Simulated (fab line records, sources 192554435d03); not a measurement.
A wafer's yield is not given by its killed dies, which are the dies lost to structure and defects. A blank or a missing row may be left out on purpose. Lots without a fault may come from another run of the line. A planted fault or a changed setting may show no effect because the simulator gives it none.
Which tool did it? + flow n5 finfet + Sampling: 10 lots, 29 wafers, 5 of 1938 route steps

WHAT THE GAUGES SHOWED, per wafer
N5_BEOL_M2_THK_MEAS_01. Usual: M2_ILD_THK 79.0 nm, standard deviation 1.3.
| lot  | measured     | on            | M2_ILD_THK (nm) | flag |
|------|--------------|---------------|-----------------|------|
| L440 | day 7 01:02  | film metro-02 | 80.1 81.3       |      |
| L441 | day 7 05:52  | film metro-02 | 80.3 80.9 79.1  |      |
| L443 | day 7 13:56  | film metro-02 | 79.6 78.5 79.4  |      |
| L444 | day 8 03:06  | film metro-02 | 77.3 79.2 80.7  |      |
| L447 | day 8 16:20  | film metro-01 | 79.2 78.7 77.8  |      |
| L453 | day 10 05:53 | film metro-02 | 78.5 77.8 79.2  |      |
| L454 | day 10 12:33 | film metro-01 | 77.6 79.4 78.7  |      |
| L458 | day 11 15:22 | film metro-02 | 79.3 79.5 79.3  |      |
| L460 | day 12 05:57 | film metro-01 | 79.1 77.5 79.2  |      |
| L461 | day 12 17:34 | film metro-02 | 77.4 79.0 79.5  |      |

N5_BEOL_M4_RC_MEAS_101. Usual: DIBL_N 37.5 mV/V, standard deviation 2.5; DIBL_P 38 mV/V, standard deviation 3.1; IOFF_N 0.19 nA/um, standard deviation 0.059; IOFF_P 0.24 nA/um, standard deviation 0.061; ION_N 679 uA/um, standard deviation 16; ION_P 465 uA/um, standard deviation 9.8; SS_N 72.0 mV/dec, standard deviation 0.8; SS_P 73.7 mV/dec, standard deviation 0.86; VT_N 248 mV, standard deviation 4.5; VT_P -249 mV, standard deviation 3.5.
| lot  | measured     | on        | DIBL_N (mV/V)  | DIBL_P (mV/V) | IOFF_N (nA/um) | IOFF_P (nA/um) | ION_N (uA/um) | ION_P (uA/um) | SS_N (mV/dec)  | SS_P (mV/dec)  | VT_N (mV)   | VT_P (mV)      | flag |
|------|--------------|-----------|----------------|---------------|----------------|----------------|---------------|---------------|----------------|----------------|-------------|----------------|------|
| L440 | day 8 11:52  | prober-02 | 37.4 35.7      | 40 38         | 0.18 0.14      | 0.24 0.19      | 675 666       | 466 463       | 71.5 71.5      | 73.8 73.9      | 248 254     | -248 -252      |      |
| L441 | day 8 20:26  | prober-01 | 35.7 33.3 37.1 | 36 34 38      | 0.15 0.11 0.18 | 0.19 0.17 0.24 | 673 651 669   | 458 455 461   | 71.9 70.6 71.6 | 72.4 71.8 73.8 | 253 255 248 | -250 -253 -249 |      |
| L443 | day 8 23:56  | prober-02 | 31.0 33.5 33.7 | 28 33 35      | 0.08 0.12 0.13 | 0.12 0.18 0.19 | 644 679 672   | 452 467 462   | 70.6 69.8 70.2 | 70.8 72.5 73.0 | 259 253 250 | -255 -251 -250 |      |
| L444 | day 9 23:35  | prober-01 | 33.7 37.1 41.1 | 34 39 44      | 0.12 0.18 0.31 | 0.17 0.23 0.34 | 662 677 705   | 453 464 477   | 71.2 71.8 73.1 | 72.9 73.8 75.8 | 255 249 244 | -252 -246 -245 |      |
| L447 | day 10 09:25 | prober-01 | 41.4 37.6 38.9 | 40 35 38      | 0.27 0.15 0.19 | 0.33 0.21 0.28 | 702 671 679   | 477 458 468   | 72.5 71.6 72.4 | 74.7 73.5 73.4 | 244 255 246 | -244 -247 -244 |      |
| L453 | day 11 18:13 | prober-01 | 39.9 39.4 39.4 | 42 43 43      | 0.28 0.25 0.26 | 0.31 0.32 0.32 | 702 690 686   | 470 468 470   | 72.3 71.7 72.6 | 74.8 75.0 74.6 | 242 246 243 | -245 -244 -246 |      |
| L454 | day 11 22:50 | prober-02 | 36.4 36.4 37.9 | 37 37 40      | 0.15 0.15 0.19 | 0.19 0.20 0.24 | 668 679 689   | 458 466 471   | 71.9 72.0 72.1 | 73.5 73.8 74.0 | 253 252 248 | -251 -252 -248 |      |
| L458 | day 13 22:40 | prober-02 | 40.5 38.6 39.9 | 38 36 38      | 0.23 0.17 0.21 | 0.26 0.22 0.25 | 684 662 687   | 465 460 466   | 72.7 73.0 71.8 | 73.8 73.4 74.0 | 246 250 250 | -249 -249 -248 |      |
| L460 | day 14 00:07 | prober-02 | 37.5 34.7 37.5 | 39 35 40      | 0.18 0.13 0.19 | 0.22 0.17 0.26 | 679 673 677   | 466 459 463   | 72.5 71.5 72.1 | 73.7 73.4 74.5 | 251 254 248 | -252 -252 -249 |      |
| L461 | day 14 05:08 | prober-02 | 36.5 36.5 36.0 | 37 39 37      | 0.18 0.19 0.15 | 0.22 0.27 0.20 | 681 690 677   | 462 476 461   | 72.6 72.7 72.3 | 73.0 74.0 73.7 | 250 247 253 | -249 -247 -253 |      |

EACH LOT AND THE TOOL THAT RAN IT (in order: tool; ch and the chambers of the sampled wafers; start)
| lot  | N5_BEOL_M1_ANNEAL_93         | N5_BEOL_M1_CMP_52             | N5_BEOL_M2_PECVD_72             |
|------|------------------------------|-------------------------------|---------------------------------|
| L440 | pvd sputter-02, day 6 23:29  | cmp-04 ch 2,3, day 7 00:23    | pecvd-04 ch 0, day 7 01:05      |
| L441 | pvd sputter-03, day 7 04:20  | cmp-04 ch 1,2, day 7 05:11    | pecvd-01 ch 1, day 7 05:54      |
| L443 | pvd sputter-01, day 7 12:22  | cmp-03 ch 2,3, day 7 13:15    | pecvd-01 ch 1,2, day 7 13:58    |
| L444 | pvd sputter-02, day 8 01:34  | cmp-02 ch 0,2,3, day 8 02:31  | pecvd-03 ch 1,2, day 8 03:08    |
| L447 | pvd sputter-01, day 8 14:44  | cmp-03 ch 0,1,2, day 8 15:39  | pecvd-01 ch 0,1,2, day 8 16:23  |
| L453 | pvd sputter-03, day 10 04:20 | cmp-02 ch 0,2, day 10 05:12   | pecvd-01 ch 0,1,2, day 10 05:55 |
| L454 | pvd sputter-02, day 10 11:00 | cmp-04 ch 1,2, day 10 11:52   | pecvd-01 ch 0,2, day 10 12:35   |
| L458 | pvd sputter-01, day 11 13:50 | cmp-04 ch 0,1,2, day 11 14:46 | pecvd-04 ch 0,2, day 11 15:25   |
| L460 | pvd sputter-03, day 12 04:25 | cmp-04 ch 0,2,3, day 12 05:16 | pecvd-04 ch 1,2, day 12 05:59   |
| L461 | pvd sputter-03, day 12 15:51 | cmp-03 ch 0,2,3, day 12 16:53 | pecvd-03 ch 1,2, day 12 17:38   |
- N5_BEOL_M1_ANNEAL_93: time 240 s.
- N5_BEOL_M1_CMP_52: polishes, stops on SiOC, t overpolish 6.8 s, target thk 40 nm.
- N5_BEOL_M2_PECVD_72: deposits SiO2 from TEOS/O2, target thk 16 nm, time 18 s.

WHAT THE TOOLS THEMSELVES READ (means of the sampled wafers that have a number; where no wafer has one, the mark that the record gives instead)
N5_BEOL_M1_ANNEAL_93. Usual: heater power w 800 W, standard deviation 87.
| lot  | tool           | heater power w (W) | flag |
|------|----------------|--------------------|------|
| L440 | pvd sputter-02 | 836                |      |
| L441 | pvd sputter-03 | 735                |      |
| L443 | pvd sputter-01 | 893                |      |
| L444 | pvd sputter-02 | 806                |      |
| L447 | pvd sputter-01 | 854                |      |
| L453 | pvd sputter-03 | 815                |      |
| L454 | pvd sputter-02 | 794                |      |
| L458 | pvd sputter-01 | 818                |      |
| L460 | pvd sputter-03 | 804                |      |
| L461 | pvd sputter-03 | 773                |      |

N5_BEOL_M1_CMP_52. Usual: barrier field endpoint s 24.7 s, standard deviation 0.79; edge zone pressure frac 1.000, standard deviation 0.0046; motor current A 6.2 A, standard deviation 0.72; overpolish run s 6.801 s, standard deviation 0.0088; time to endpoint s 63 s, standard deviation 3.7.
| lot  | tool   | barrier field endpoint s (s) | edge zone pressure frac | motor current A (A) | overpolish run s (s) | time to endpoint s (s) | flag |
|------|--------|------------------------------|-------------------------|---------------------|----------------------|------------------------|------|
| L440 | cmp-04 | 25.5                         | 0.994                   | 6.1                 | 6.798                | 66                     |      |
| L441 | cmp-04 | 25.2                         | 0.998                   | 6.8                 | 6.788                | 68                     |      |
| L443 | cmp-03 | 24.5                         | 0.994                   | 6.0                 | 6.802                | 61                     |      |
| L444 | cmp-02 | 24.0                         | 1.004                   | 6.0                 | 6.805                | 63                     |      |
| L447 | cmp-03 | 24.2                         | 1.002                   | 6.5                 | 6.802                | 60                     |      |
| L453 | cmp-02 | 25.0                         | 1.005                   | 6.1                 | 6.799                | 68                     |      |
| L454 | cmp-04 | 24.9                         | 1.001                   | 6.6                 | 6.801                | 65                     |      |
| L458 | cmp-04 | 25.1                         | 1.000                   | 6.2                 | 6.797                | 63                     |      |
| L460 | cmp-04 | 24.5                         | 0.996                   | 6.0                 | 6.801                | 63                     |      |
| L461 | cmp-03 | 24.1                         | 0.999                   | 6.4                 | 6.796                | 63                     |      |

N5_BEOL_M2_PECVD_72. Usual: heater power w 675 W, standard deviation 130; rf fwd power W 444.9 W, standard deviation 2; showerhead plenum p Torr 8.78 Torr, standard deviation 0.055; susceptor temp C 399.99 C, standard deviation 0.22; throttle valve pct 22.5 %, standard deviation 1.5.
| lot  | tool     | heater power w (W) | rf fwd power W (W) | showerhead plenum p Torr (Torr) | susceptor temp C (C) | throttle valve pct (%) | flag |
|------|----------|--------------------|--------------------|---------------------------------|----------------------|------------------------|------|
| L440 | pecvd-04 | 562                | 445.2              | 8.70                            | 400.03               | 23.9                   |      |
| L441 | pecvd-01 | 625                | 446.6              | 8.84                            | 399.89               | 23.9                   |      |
| L443 | pecvd-01 | 637                | 446.7              | 8.84                            | 399.85               | 22.5                   |      |
| L444 | pecvd-03 | 773                | 441.7              | 8.83                            | 399.69               | 22.6                   |      |
| L447 | pecvd-01 | 610                | 445.7              | 8.79                            | 399.80               | 21.6                   |      |
| L453 | pecvd-01 | 620                | 446.7              | 8.80                            | 397.98               | 21.6                   | OFF  |
| L454 | pecvd-01 | 649                | 445.7              | 8.78                            | 395.78               | 20.2                   | OFF  |
| L458 | pecvd-04 | 668                | 444.2              | 8.71                            | 400.14               | 22.9                   |      |
| L460 | pecvd-04 | 523                | 444.6              | 8.78                            | 400.12               | 21.8                   |      |
| L461 | pecvd-03 | 708                | 443.1              | 8.84                            | 399.91               | 22.6                   |      |

THE ANSWER, worked out from the rows above alone
Rule: a lot counts as off when the mean over its wafers that have a number is more than 3 standard deviations away from the usual mean. A lot without any number at a reading at which 4 lots or more have one is off too. Where the step has rows for the other lots, those lots are counted as sound. After the gauges, taken in route order, come the tools' own readings; for these a lot's mean is taken, as printed above. The first step at which some lot is off is used, and at that step the reading that is off furthest; a lot without a number counts as furthest.
Off at N5_BEOL_M2_PECVD_72 (susceptor temp C): L453, L454.
If a tool, at that step or one of the process steps before it, ran each lot that is off and ran no sound lot following the first of them, it fits. One fits: pecvd-01 at N5_BEOL_M2_PECVD_72. Its last sound lot is L447 (day 8 16:23), its first lot that is off L453 (day 10 05:55): a fault that began between those two fits.
On the lots that are off, the tool's own readings at N5_BEOL_M2_PECVD_72 differ by more than 5 times the standard deviation of the sound lots' means, which bears it out; susceptor temp C reads 396.88 C there versus 399.93 C on the sound lots.

WHAT THE SIMULATOR HAD INSERTED
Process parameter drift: pecvd-01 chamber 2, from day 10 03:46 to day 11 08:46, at N5_BEOL_M2_PECVD_72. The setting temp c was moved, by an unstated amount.
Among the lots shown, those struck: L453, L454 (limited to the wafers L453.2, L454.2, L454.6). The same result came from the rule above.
